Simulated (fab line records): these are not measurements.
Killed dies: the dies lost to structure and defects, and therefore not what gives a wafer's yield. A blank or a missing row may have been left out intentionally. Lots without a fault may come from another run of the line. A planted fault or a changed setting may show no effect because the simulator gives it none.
fab line records | flow nand_harc | part 1 of 2: steps 1 to 4 of 6
record: lots: 22 wafers: 66 last_day: 24
route steps=1159 shown A_STAIRCASE@693 A_SGD_CUT@758 A_SLIT@796
lots that met no fault: taken from a fault-free run of the same line
start_h: hours from the record's first day to the start of the lot's first wafer shown | wait_h: hours elapsed since this lot's preceding step | " identical to the entry in the row above | L1.1+2: one row covering several wafers at once | - no value, or no start given | * or withheld: withheld | < > ~ a bound
route shown NAME@n: NAME is a module with steps in the file, n the number in the route of the first one | usual: the fault-free wafers' mean and standard deviation | same: alike in all rows | chamber/n: place in a boat | sites: per-site readings | _std_site: standard deviation of those values | _edge_site: mean of outer sites minus mean of inner sites | radius_mm: how far each site lies from the wafer's centre | mask NAME#n: copy n | behind: the most recent tool/chamber to have shaped the wafer | hold: what put the lot on hold/how long, in hours/how the hold closed | device: the transistor (n, p or np) that didn't switch | end of line: tests run on the same wafers once the route is complete | step lacking rows: just its recipe | killed: count of dies lost to structure and defects at first sort (not the wafer's yield) | map: a wafer's dies, x killed, . not, _ none there
set.NAME: the run value of the setting; set.NAME@STEP: its run value at that earlier step | model.NAME: the simulator's own value behind a step, which no gauge read
route steps across a sampled set of lots; one table per step, one row per wafer
services: the hour from which a tool's chamber was out of use, counted from the record's first day as start_h (under 0 if before that day), plus the number of hours and why
== steps ==
step: NHARC_A_STAIRCASE_STRIP_316
recipe: o2_flow_sccm: 500 ar_flow_sccm: 0 bias_w: 0 chemistry: O2
usual: drypump_motor_current_A: 5.7/0.53 oes_product_au: 0.998/0.01 rf_vpp_V: 58.0/0.9 showerhead_plenum_p_Torr: 3.58/0.15 throttle_valve_pct: 17.037/0.0072
columns lot.wafer tool chamber start_h wait_h drypump_motor_current_A oes_product_au rf_hours_counter_h rf_vpp_V showerhead_plenum_p_Torr throttle_valve_pct
L075.1 rie_diel-08 3 - - 6.0 1.003 51 58.4 3.64 17.020
L075.2 " 1 " " 5.2 1.004 47 56.4 3.46 17.021
L075.4 " 2 " " 5.7 1.007 45 57.4 3.28 17.038
L074.1 rie_diel-02 2 - - 6.5 1.007 29 57.4 3.61 17.046
L074.5 " 2 " " 6.5 1.007 - 59.2 3.61 17.031
L074.6 " 3 " " 6.6 0.992 - 56.8 3.38 17.041
L076.3 rie_diel-02 3 - - 6.6 1.001 46 58.2 3.38 17.037
L076.5 " 3 " " 6.6 1.003 - 57.6 3.38 17.039
L076.4 " 2 " " 6.5 0.999 - 58.0 3.60 17.032
L079.4 rie_diel-01 2 - - 5.6 1.004 44 57.5 3.49 17.035
L079.1 " 3 " " 5.0 1.018 44 58.1 3.61 17.049
L079.5 " 0 " " 6.0 1.002 - 59.1 3.78 17.046
L078.2 rie_diel-02 0 - - 4.9 0.992 48 59.3 3.78 17.053
L078.4 " 1 " " 5.2 0.976 35 58.4 3.34 17.036
L078.5 " 0 " " 4.9 1.015 - 58.9 3.78 17.040
L080.3 rie_diel-02 1 - - 5.2 0.985 37 57.4 3.34 17.043
L080.6 " 0 " " 4.9 1.001 - 59.3 3.78 17.035
L080.5 " 1 " " 5.2 0.989 - 57.6 3.34 17.037
L081.4 rie_diel-01 3 - - 5.0 1.014 52 57.9 3.61 17.049
L081.3 " 1 " " 5.6 1.007 53 58.2 3.54 17.027
L081.6 " 3 " " 5.0 1.013 - 57.9 3.61 17.040
L082.2 rie_diel-08 2 - - 5.6 0.997 0 58.1 3.81 17.041
L082.3 " 3 " " 6.0 1.001 0 57.5 3.63 17.041
L082.6 " 1 " " 5.2 1.017 - 56.5 3.45 17.028
L086.3 rie_diel-01 3 - - 5.0 0.986 3 58.5 3.60 17.037
L086.4 " 0 " " 6.0 0.982 2 58.2 3.77 17.038
L086.2 " 1 " " 5.7 1.012 2 56.7 3.53 17.040
L084.1 rie_diel-02 1 - - 5.2 0.978 1 57.8 3.33 17.046
L084.2 " 2 " " 6.5 0.993 1 57.2 3.59 17.031
L084.5 " 1 " " 5.2 0.981 - 56.7 3.33 17.037
L085.1 rie_diel-08 1 - - 5.2 1.001 16 57.9 3.44 17.028
L085.3 " 2 " " 5.6 1.007 15 58.2 3.80 17.047
L085.4 " 3 " " 6.0 0.992 15 59.3 3.62 17.041
L087.3 rie_diel-08 3 - - 6.0 0.988 16 57.4 3.62 17.038
L087.1 " 1 " " 5.2 1.001 17 56.2 3.44 17.044
L087.2 " 2 " " 5.6 1.004 16 58.6 3.80 17.035
L090.3 rie_diel-02 3 - - 6.7 1.004 4 57.4 3.36 17.033
L090.2 " 0 " " 4.9 1.004 4 59.0 3.77 17.034
L090.6 " 1 " " 5.2 0.990 - 57.4 3.33 17.045
L089.4 rie_diel-01 0 - - 6.0 0.990 11 58.9 3.77 17.036
L089.2 " 1 " " 5.6 1.020 11 58.2 3.53 17.030
L089.5 " 0 " " 6.0 0.989 - 57.7 3.77 17.045
L088.3 rie_diel-02 0 - - 4.9 1.008 5 59.5 3.77 17.047
L088.2 " 2 " " 6.5 0.995 5 59.1 3.59 17.028
L088.6 " 3 " " 6.6 1.004 - 56.5 3.36 17.041
L091.3 rie_diel-01 1 - - 5.7 1.024 13 58.1 3.53 17.040
L091.4 " 3 " " 5.0 0.986 14 59.2 3.60 17.043
L091.6 " 2 " " 5.5 0.984 - 58.5 3.48 17.044
L092.2 rie_diel-08 3 - - 6.0 0.987 22 57.6 3.62 17.029
L092.4 " 2 " " 5.6 0.997 23 58.9 3.79 17.038
L092.5 " 0 " " 5.6 0.999 - 57.1 3.58 17.037
L093.3 rie_diel-08 2 - - 5.6 0.997 25 57.6 3.79 17.033
L093.2 " 3 " " 6.0 0.980 24 57.2 3.62 17.034
L093.5 " 1 " " 5.2 1.004 - 58.0 3.44 17.036
L095.4 rie_diel-08 0 - - 5.6 0.994 31 57.6 3.58 17.038
L095.1 " 3 " " 6.0 0.994 29 57.0 3.62 17.033
L095.6 " 0 " " 5.6 0.988 - 59.4 3.58 17.054
L094.1 rie_diel-08 1 - - 5.2 1.011 32 58.0 3.44 17.054
L094.4 " 2 " " 5.6 1.002 30 59.6 3.79 17.036
L094.6 " 2 " " 5.6 0.997 - 58.0 3.79 17.043
L096.1 rie_diel-08 0 - - 5.6 0.990 36 59.0 3.58 17.030
L096.4 " 1 " " 5.2 0.989 37 57.4 3.43 17.031
L096.6 " 0 " " 5.5 0.993 - 57.6 3.58 17.033
L097.4 rie_diel-08 1 - - 5.2 1.009 39 57.2 3.43 17.035
L097.1 " 2 " " 5.6 1.003 37 58.1 3.79 17.037
L097.6 " 1 " " 5.2 1.014 - 57.5 3.43 17.040
step: NHARC_A_STAIRCASE_STRIP_476
recipe: time_s: 20 o2_flow_sccm: 500 ar_flow_sccm: 0 bias_w: 0 chemistry: O2
usual: drypump_motor_current_A: 5.7/0.57 oes_product_au: 0.998/0.011 rf_vpp_V: 57.9/0.88 showerhead_plenum_p_Torr: 3.55/0.16 throttle_valve_pct: 17.036/0.0091
columns lot.wafer tool chamber start_h wait_h drypump_motor_current_A oes_product_au rf_hours_counter_h rf_vpp_V showerhead_plenum_p_Torr throttle_valve_pct
L075.1 rie_diel-02 2 261.61 0.1 6.5 1.008 30 58.9 3.61 17.029
L075.2 " 3 " " 6.6 1.006 40 58.3 3.38 17.041
L075.4 " 2 " " 6.5 1.001 - 59.5 3.61 17.045
L074.1 rie_diel-01 0 262.83 0.3 6.0 0.987 38 59.6 3.79 17.034
L074.5 " 3 " " 5.0 1.009 - 57.8 3.61 17.028
L074.6 " 0 " " 6.0 0.989 - 58.1 3.79 17.043
L076.4 rie_diel-08 2 279.85 0.1 5.6 1.006 54 55.7 3.28 17.062
L076.3 " 1 " " 5.2 1.015 55 57.5 3.46 17.034
L076.5 " 2 " " 5.6 1.001 - 56.8 3.28 17.028
L079.1 rie_diel-02 3 283.75 0.1 6.6 1.000 48 57.9 3.38 17.019
L079.5 " 0 " " 4.9 1.009 - 57.4 3.78 17.038
L079.4 " 3 " " 6.6 1.003 - 56.6 3.38 17.040
L078.4 rie_diel-08 2 291.03 0.1 5.6 1.007 58 57.1 3.27 17.040
L078.2 " 0 " " 5.5 0.991 62 57.5 3.60 17.040
L078.5 " 3 " " 6.0 1.008 - 57.5 3.63 17.046
L080.3 rie_diel-08 3 293.94 0.2 6.1 1.004 65 58.9 3.63 17.037
L080.6 " 0 " " 5.6 0.987 - 59.6 3.60 17.033
L080.5 " 1 " " 5.2 1.010 - 57.3 3.45 17.040
L081.3 rie_diel-02 3 309.10 0.1 6.6 1.004 55 58.7 3.37 17.032
L081.4 " 2 " " 6.5 1.008 - 57.3 3.60 17.026
L081.6 " 1 " " 5.2 0.990 - 57.7 3.34 17.031
L082.2 rie_diel-02 2 315.02 0.2 6.5 1.002 49 56.5 3.60 17.053
L082.3 " 3 " " 6.6 0.996 59 57.6 3.37 17.042
L082.6 " 3 " " 6.6 1.013 - 58.5 3.37 17.024
L086.2 rie_diel-01 1 335.04 0.1 5.6 1.018 5 58.0 3.53 17.031
L086.4 " 2 " " 5.6 0.982 5 58.0 3.48 17.043
L086.3 " 0 " " 6.0 0.986 5 58.3 3.77 17.032
L084.2 rie_diel-02 1 341.37 0.1 5.2 0.977 2 57.4 3.33 17.026
L084.1 " 2 " " 6.5 0.995 2 57.5 3.59 17.034
L084.5 " 1 " " 5.2 0.984 - 57.1 3.33 17.034
L085.3 rie_diel-01 3 341.64 0.1 5.1 0.997 9 57.3 3.60 17.015
L085.1 " 1 " " 5.6 1.019 7 59.0 3.53 17.028
L085.4 " 3 " " 5.1 0.999 - 59.0 3.60 17.046
L087.2 rie_diel-02 3 343.52 0.1 6.6 1.006 2 58.2 3.37 17.030
L087.1 " 1 " " 5.2 0.977 2 58.5 3.33 17.044
L087.3 " 2 " " 6.5 0.987 2 58.3 3.59 17.045
L090.2 rie_diel-02 2 352.10 0.1 6.5 0.988 5 59.3 3.59 17.040
L090.3 " 1 " " 5.2 0.980 4 57.8 3.33 17.030
L090.6 " 2 " " 6.5 0.993 - 58.4 3.59 17.047
L089.2 rie_diel-01 1 355.43 0.1 5.6 1.018 11 58.2 3.53 17.047
L089.4 " 2 " " 5.6 0.990 10 58.0 3.48 17.034
L089.5 " 1 " " 5.6 1.012 - 56.4 3.53 17.040
L088.2 rie_diel-02 3 357.93 0.1 6.6 0.991 6 56.8 3.36 17.035
L088.3 " 0 " " 4.9 1.003 6 57.7 3.77 17.043
L088.6 " 0 " " 4.9 1.000 - 58.7 3.77 17.046
L091.4 rie_diel-02 1 364.10 0.1 5.2 0.986 8 56.7 3.33 17.033
L091.3 " 2 " " 6.5 0.988 8 57.3 3.59 17.029
L091.6 " 0 " " 4.9 1.009 - 58.1 3.77 17.031
L092.4 rie_diel-02 3 366.88 0.1 6.6 0.999 10 57.2 3.36 17.042
L092.2 " 0 " " 4.9 1.010 9 57.6 3.77 17.037
L092.5 " 0 " " 4.9 1.010 - 56.4 3.77 17.031
L093.2 rie_diel-01 2 372.79 0.1 5.5 0.986 16 57.7 3.48 17.062
L093.3 " 3 " " 5.0 0.984 19 59.6 3.59 17.042
L093.5 " 2 " " 5.6 0.987 - 58.9 3.48 17.042
L095.4 rie_diel-08 3 387.10 0.3 6.0 0.998 31 57.4 3.62 17.039
L095.1 " 2 " " 5.6 0.989 32 58.9 3.79 17.018
L095.6 " 0 " " 5.6 0.983 - 60.1 3.58 17.027
L094.4 rie_diel-01 1 387.76 0.2 5.6 1.005 24 57.5 3.52 17.033
L094.1 " 0 " " 6.0 0.997 23 58.6 3.76 17.043
L094.6 " 2 " " 5.5 0.985 - 59.2 3.47 17.026
L096.1 rie_diel-08 2 397.67 0.2 5.7 0.990 36 58.8 3.79 17.036
L096.4 " 3 " " 6.0 0.992 35 58.2 3.61 17.048
L096.6 " 2 " " 5.6 0.995 - 57.3 3.79 17.040
L097.4 rie_diel-08 1 403.71 0.1 5.2 1.012 42 56.8 3.43 17.030
L097.1 " 2 " " 5.6 0.995 40 58.4 3.78 17.046
L097.6 " 0 " " 5.6 0.988 - 58.0 3.58 17.042
step: NHARC_A_SGD_CUT_CD_MEAS_09
recipe: target_cd_nm: 100 landing_energy_ev: 500
usual: cd_nm: 100.3/0.45
columns lot.wafer tool chamber start_h wait_h cd_nm
L074.1 cd_sem-01 0 304.01 - 100.0
L074.5 " 0 " " 100.2
L074.6 " 0 " " 100.2
L075.1 cd_sem-01 0 304.28 - 100.0
L075.2 " 0 " " 99.8
L075.4 " 0 " " 99.9
L076.3 cd_sem-03 0 325.52 - 100.8
L076.4 " 0 " " 100.5
L076.5 " 0 " " 100.3
L079.1 cd_sem-02 0 327.61 - 100.0
L079.4 " 0 " " 99.9
L079.5 " 0 " " 100.4
L078.2 cd_sem-02 0 337.01 - 100.0
L078.4 " 0 " " 99.9
L078.5 " 0 " " 101.0
L080.3 cd_sem-03 0 338.20 - 100.4
L080.5 " 0 " " 100.6
L080.6 " 0 " " 99.5
L081.3 cd_sem-02 0 352.08 - 100.8
L081.4 " 0 " " 100.8
L081.6 " 0 " " 100.4
L082.2 cd_sem-01 0 368.45 - 100.5
L082.3 " 0 " " 99.7
L082.6 " 0 " " 99.6
L086.2 cd_sem-03 0 380.56 - 100.0
L086.3 " 0 " " 99.9
L086.4 " 0 " " 100.2
L084.1 cd_sem-01 0 390.89 - 100.5
L084.2 " 0 " " 100.9
L084.5 " 0 " " 101.3
L087.1 cd_sem-03 0 391.07 - 100.5
L087.2 " 0 " " 100.7
L087.3 " 0 " " 99.8
L085.1 cd_sem-03 0 392.63 - 100.7
L085.3 " 0 " " 100.1
L085.4 " 0 " " 100.0
L092.2 cd_sem-02 0 407.21 - 100.2
L092.4 " 0 " " 100.7
L092.5 " 0 " " 100.5
L088.2 cd_sem-02 0 407.60 - 99.3
L088.3 " 0 " " 99.7
L088.6 " 0 " " 100.5
L090.2 cd_sem-03 0 407.87 - 99.9
L090.3 " 0 " " 100.1
L090.6 " 0 " " 99.8
L089.2 cd_sem-02 0 408.79 - 100.4
L089.4 " 0 " " 100.1
L089.5 " 0 " " 101.1
L091.3 cd_sem-02 0 409.74 - 100.5
L091.4 " 0 " " 100.4
L091.6 " 0 " " 100.4
L093.2 cd_sem-02 0 412.62 - 100.5
L093.3 " 0 " " 100.7
L093.5 " 0 " " 100.0
L094.1 cd_sem-01 0 432.86 - 101.3
L094.4 " 0 " " 100.9
L094.6 " 0 " " 101.3
L095.1 cd_sem-02 0 433.54 - 100.1
L095.4 " 0 " " 99.9
L095.6 " 0 " " 99.6
L096.1 cd_sem-03 0 444.68 - 100.0
L096.4 " 0 " " 100.4
L096.6 " 0 " " 100.0
L097.1 cd_sem-01 0 444.98 - 100.2
L097.4 " 0 " " 100.4
L097.6 " 0 " " 99.7
step: NHARC_A_SGD_CUT_ETCH_58
recipe: target_depth_a: 390 over_etch_frac: 0.3 time_s: 65 ion_energy_ev: 80 cf4_flow_sccm: 150 ar_flow_sccm: 0 rf_w: 300 bias_w: 100 chemistry: CF4
usual: drypump_motor_current_A: 5.51/0.22 oes_product_au: 0.997/0.01 rf_fwd_power_W: 297.4/1.3 rf_vpp_V: 151.5/1.3 showerhead_plenum_p_Torr: 1.78/0.077 throttle_valve_pct: 13.284/0.0095
columns lot.wafer tool chamber start_h wait_h drypump_motor_current_A oes_product_au rf_fwd_power_W rf_hours_counter_h rf_vpp_V showerhead_plenum_p_Torr throttle_valve_pct
L074.1 rie_diel-11 1 304.29 0.1 5.48 0.999 295.4 12 149.8 1.76 13.272
L074.5 " 0 " " 5.35 1.008 298.4 - 150.1 1.68 13.276
L074.6 " 1 " " 5.50 0.997 295.3 - 151.6 1.76 13.292
L075.2 rie_diel-06 3 304.55 0.1 5.34 0.998 299.1 3 152.4 1.86 13.286
L075.1 " 0 " " 5.18 1.007 296.8 3 150.8 1.82 13.293
L075.4 " 1 " " 5.85 0.996 297.0 3 153.4 1.89 13.288
L076.4 rie_diel-06 1 325.79 0.1 5.85 0.981 294.7 5 154.3 1.89 13.294
L076.3 " 3 " " 5.33 0.982 300.4 4 153.6 1.86 13.286
L076.5 " 1 " " 5.84 0.980 295.6 - 152.4 1.89 13.294
L079.4 rie_diel-09 1 327.88 0.1 5.73 1.002 296.2 5 151.4 1.88 13.289
L079.1 " 3 " " 5.54 1.022 298.7 6 150.0 1.69 13.287
L079.5 " 2 " " 5.80 0.999 295.0 - 151.0 1.66 13.273
L078.2 rie_diel-09 1 337.29 0.1 5.74 1.001 296.1 6 152.2 1.88 13.277
L078.4 " 2 " " 5.81 0.989 297.6 6 149.0 1.66 13.272
L078.5 " 3 " " 5.51 0.994 298.4 - 151.3 1.69 13.287
L080.3 rie_diel-06 1 338.48 0.1 5.83 0.995 295.7 6 153.1 1.89 13.280
L080.6 " 3 " " 5.34 0.987 298.5 - 152.4 1.86 13.293
L080.5 " 0 " " 5.17 0.999 296.6 - 151.5 1.82 13.279
L081.4 rie_diel-09 0 352.35 0.1 5.38 0.999 297.2 8 152.9 1.79 13.282
L081.3 " 1 " " 5.71 1.023 295.7 8 151.4 1.88 13.260
L081.6 " 0 " " 5.38 1.006 296.8 - 151.8 1.79 13.283
L082.2 rie_diel-09 0 368.72 0.1 5.38 0.988 297.1 9 150.1 1.79 13.297
L082.3 " 1 " " 5.74 1.008 298.0 9 151.8 1.88 13.293
L082.6 " 0 " " 5.36 0.994 297.9 - 153.1 1.79 13.280
L086.4 rie_diel-06 3 380.83 0.1 5.31 0.983 299.3 9 151.9 1.86 13.301
L086.3 " 1 " " 5.85 0.997 295.4 9 151.2 1.89 13.274
L086.2 " 2 " " 5.37 1.002 296.1 8 151.7 1.74 13.283
L084.2 rie_diel-09 1 391.16 0.1 5.66 1.003 295.9 11 152.5 1.88 13.284
L084.1 " 2 " " 5.81 0.996 297.5 12 150.7 1.66 13.282
L084.5 " 1 " " 5.68 0.998 296.3 - 153.3 1.88 13.288
L087.2 rie_diel-06 3 391.34 0.1 5.36 0.985 298.5 9 150.4 1.86 13.276
L087.1 " 0 " " 5.18 0.990 295.1 9 153.4 1.82 13.284
L087.3 " 1 " " 5.85 0.987 296.6 9 151.8 1.89 13.284
L085.3 rie_diel-06 3 392.91 0.1 5.37 1.007 299.6 10 152.9 1.86 13.289
L085.4 " 0 " " 5.16 1.021 298.9 9 152.3 1.82 13.286
L085.1 " 2 " " 5.36 1.005 297.1 9 152.1 1.74 13.286
L092.2 rie_diel-06 0 407.48 0.1 5.17 1.004 295.9 11 153.2 1.82 13.298
L092.4 " 1 " " 5.85 0.992 296.7 11 152.7 1.89 13.281
L092.5 " 0 " " 5.17 1.009 296.6 - 152.1 1.82 13.278
L088.2 rie_diel-11 2 407.89 0.1 5.61 0.976 297.0 2 150.2 1.69 13.291
L088.3 " 1 " " 5.49 0.992 298.3 4 151.7 1.76 13.280
L088.6 " 3 " " 5.89 1.000 299.0 - 150.7 1.72 13.289
L090.3 rie_diel-09 0 408.14 0.1 5.36 0.980 297.6 13 151.1 1.79 13.305
L090.2 " 2 " " 5.80 1.000 297.0 13 151.5 1.66 13.293
L090.6 " 1 " " 5.69 1.001 296.6 - 153.4 1.88 13.286
L089.2 rie_diel-06 3 409.06 0.1 5.37 0.997 299.4 11 151.7 1.86 13.305
L089.4 " 0 " " 5.18 1.020 297.4 11 152.1 1.82 13.275
L089.5 " 2 " " 5.32 1.002 297.0 - 150.8 1.74 13.279
L091.4 rie_diel-11 1 410.01 0.1 5.48 0.988 298.4 4 150.5 1.76 13.285
L091.3 " 2 " " 5.58 0.987 295.3 3 149.9 1.69 13.291
L091.6 " 2 " " 5.59 0.985 296.1 - 148.7 1.69 13.282
L093.2 rie_diel-11 3 412.89 0.1 5.88 0.995 297.0 5 151.0 1.72 13.267
L093.3 " 1 " " 5.50 0.996 296.7 4 150.8 1.76 13.272
L093.5 " 3 " " 5.88 0.999 297.6 - 150.5 1.72 13.288
L094.1 rie_diel-06 3 433.15 0.1 5.37 0.982 297.1 1 151.7 1.86 13.291
L094.4 " 3 " " 5.38 0.990 297.2 - 152.1 1.86 13.294
L094.6 " 1 " " 5.85 0.997 297.7 - 152.3 1.89 13.275
L095.1 rie_diel-06 1 433.91 0.1 5.84 0.999 297.4 0 153.4 1.89 13.285
L095.6 " 1 " " 5.85 0.992 295.6 - 155.0 1.89 13.291
L095.4 " 3 " " 5.33 0.982 300.0 - 152.6 1.86 13.296
L096.1 rie_diel-06 2 444.95 0.1 5.39 0.986 298.8 2 153.2 1.74 13.297
L096.4 " 1 " " 5.84 0.998 296.1 1 152.7 1.89 13.289
L096.6 " 2 " " 5.38 0.985 298.2 - 152.9 1.74 13.284
L097.4 rie_diel-11 1 445.26 0.1 5.49 1.003 297.9 9 150.6 1.76 13.292
L097.1 " 0 " " 5.34 0.990 298.7 9 150.8 1.68 13.277
L097.6 " 1 " " 5.52 0.996 298.0 - 151.8 1.76 13.282
